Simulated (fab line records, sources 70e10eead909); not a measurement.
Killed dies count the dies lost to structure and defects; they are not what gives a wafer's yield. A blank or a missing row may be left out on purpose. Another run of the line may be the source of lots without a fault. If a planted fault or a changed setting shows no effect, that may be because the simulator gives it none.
A single fault, viewed from 2 desks | flow nand_harc | numbers are kept per desk, each desk with only its own; the story behind them comes last

== METROLOGY DESK ==
What the gauges read for every lot (on any tool): the sampled wafers with a number, averaged. A lot is out of limits, marked OUT, if its mean lies more than 4 standard deviations from the usual mean; the brackets give that distance.
Columns: A = cd_nm at NHARC_A_M0_CD_MEAS_09, usual 80.0 nm; B = overlay_x_nm at NHARC_A_M0_OVL_MEAS_10, usual 0.1 nm; C = overlay_y_nm at NHARC_A_M0_OVL_MEAS_10, usual 0.0 nm
lot  | first seen here | A    | B    | C
L131 | day 17 18:38    | 79.6 | -0.1 | -0.9
L141 | day 20 05:31    | 81.9 | 0.1  | 1.0
L142 | day 20 05:56    | 79.9 | -0.0 | 1.3
L143 | day 20 11:17    | 79.9 | 0.4  | -1.6
L145 | day 21 17:26    | 79.1 | 1.6  | -0.0
L146 | day 21 22:43    | 80.3 | 0.2  | 0.3
L147 | day 22 01:17    | 80.9 | -0.0 | 0.6
L149 | day 22 18:23    | 80.6 | 0.9  | -0.3
L150 | day 22 23:19    | 79.2 | 0.2  | -0.6
L148 | day 23 06:49    | 80.0 | 0.3  | -0.9
L151 | day 23 08:46    | 80.3 | 0.3  | 0.2
Result from this desk: across the 11 lots, nothing is out of limits.

== AT THE TOOL OWNER'S DESK: litho_track-06 ==
The tool's own readings at NHARC_A_M0_PEB_07 (peb time 65 s): means of the sampled wafers that have a number, for each lot that ran on this tool. A lot is out of limits, marked OUT, if its mean lies more than 4 standard deviations from the usual mean; the brackets give that distance.
Columns: A = resist_line_temp_C at NHARC_A_M0_PEB_07, usual 22.99 C
lot  | first seen here | A
L141 | day 20 05:26    | 22.94
L149 | day 22 18:18    | 22.90
L150 | day 22 23:14    | 23.13
L148 | day 23 06:44    | 23.05
Result from this desk: across the 4 lots, nothing is out of limits.

== PUT TOGETHER ==
Nothing out of limits was seen by the metrology desk.
Nothing out of limits was seen by the tool owner's desk.

== WHAT THE SIMULATOR HAD PUT IN ==
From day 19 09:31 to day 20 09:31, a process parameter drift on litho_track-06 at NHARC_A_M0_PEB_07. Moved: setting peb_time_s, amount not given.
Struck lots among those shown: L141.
